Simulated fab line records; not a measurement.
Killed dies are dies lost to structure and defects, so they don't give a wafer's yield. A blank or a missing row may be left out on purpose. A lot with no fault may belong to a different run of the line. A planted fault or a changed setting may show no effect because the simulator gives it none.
Matching of chambers	flow n5Finfet	N5_SD_EPI_P_ETCH_37 on rieDiel-03: 4 sister chambers
The step etches SOC in N2/H2, overetch 108 nm, time 486 s. 8 wafers are shown with their chamber, then 7 later ones without.

## EACH WAFER AND ITS CHAMBER
wafer	chamber	showerheadPlenumPTorr (Torr)	throttleValvePct (%)
L078.5	3	2.53	24.11
L079.3	0	2.52	23.28
L079.6	2	2.54	24.30
L084.1	3	2.52	24.13
L084.2	0	2.52	23.31
L084.5	2	2.54	24.32
L086.1	1	2.34	23.34
L086.4	1	2.34	23.34

## WAFERS WHOSE CHAMBER IS MISSING
wafer	showerheadPlenumPTorr (Torr)	throttleValvePct (%)
L086.5	2.52	24.13
L089.1	2.34	23.35
L089.2	2.52	23.31
L089.5	2.52	23.32
L092.1	2.33	23.34
L092.3	2.51	23.32
L092.5	2.33	23.31

## EACH ONE'S CHAMBER
wafer	from the rows above	in truth
L086.5	3	3
L089.1	1	1
L089.2	0	0
L089.5	0	0
L092.1	1	1
L092.3	0	0
L092.5	1	1
7 of 7 placed correctly. Can't be placed from these rows: 0. Number placed wrongly: 0.
How it was worked out, from the rows above alone: a wafer's distance from a chamber is the root of the sum, over the readings, of the square of ((its reading less the chamber's mean) divided by the reading's scatter). The wafer belongs to the nearest chamber; if the next one is less than 2 further off, it can't be placed. For every chamber, the mean is computed from those of its wafers that are shown. The scatter is the square root of a quotient: the sum, over the shown wafers, of each reading's squared deviation from its chamber's mean, divided by wafers minus chambers.
